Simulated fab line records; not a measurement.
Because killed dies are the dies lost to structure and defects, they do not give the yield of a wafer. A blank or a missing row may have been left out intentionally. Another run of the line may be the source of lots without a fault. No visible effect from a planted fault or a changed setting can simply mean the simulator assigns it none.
Chamber matching	flow nand_harc	NHARC_A_CHANNEL_FILL_D1_CMP_10 on cmp-02: 4 sister chambers
The step polishes, target thk 150 nm. 4 wafers are shown with their chamber, then 7 later ones without.

WAFERS, EACH WITH ITS CHAMBER
wafer	chamber	motor_current_A (A)
L971.3	1	13.8
L971.5	0	11.7
L973.2	2	11.8
L973.3	3	11.4

WAFERS WITHOUT THEIR CHAMBER
wafer	motor_current_A (A)
L973.5	11.5
L974.2	11.3
L974.5	11.5
L974.6	11.2
L978.4	11.5
L978.5	11.8
L978.6	10.9

WHICH CHAMBER EACH WENT THROUGH
wafer	from the rows above	in truth
L973.5	can't be placed: 3 or 0 or 2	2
L974.2	can't be placed: 3 or 0 or 2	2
L974.5	can't be placed: 3 or 0 or 2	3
L974.6	can't be placed: 3 or 0 or 2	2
L978.4	can't be placed: 3 or 0 or 2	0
L978.5	can't be placed: 2 or 0 or 3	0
L978.6	can't be placed: 3 or 0 or 2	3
0 of 7 placed correctly. These rows do not allow placing 7 (true chamber among the candidates in 7). Number placed wrongly: 0.
How it was worked out, from the rows above alone: a wafer's distance from a chamber is the root of the sum, over the readings, of the square of ((its reading less the chamber's mean) divided by the reading's scatter). If the next closest chamber is less than 2 further off than the closest, the wafer can't be placed; otherwise it belongs to the closest. The mean given for a chamber averages the wafers shown for that chamber. The scatter: root of mean squared gap, hidden wafer to nearest shown wafer, with one shown wafer a chamber.
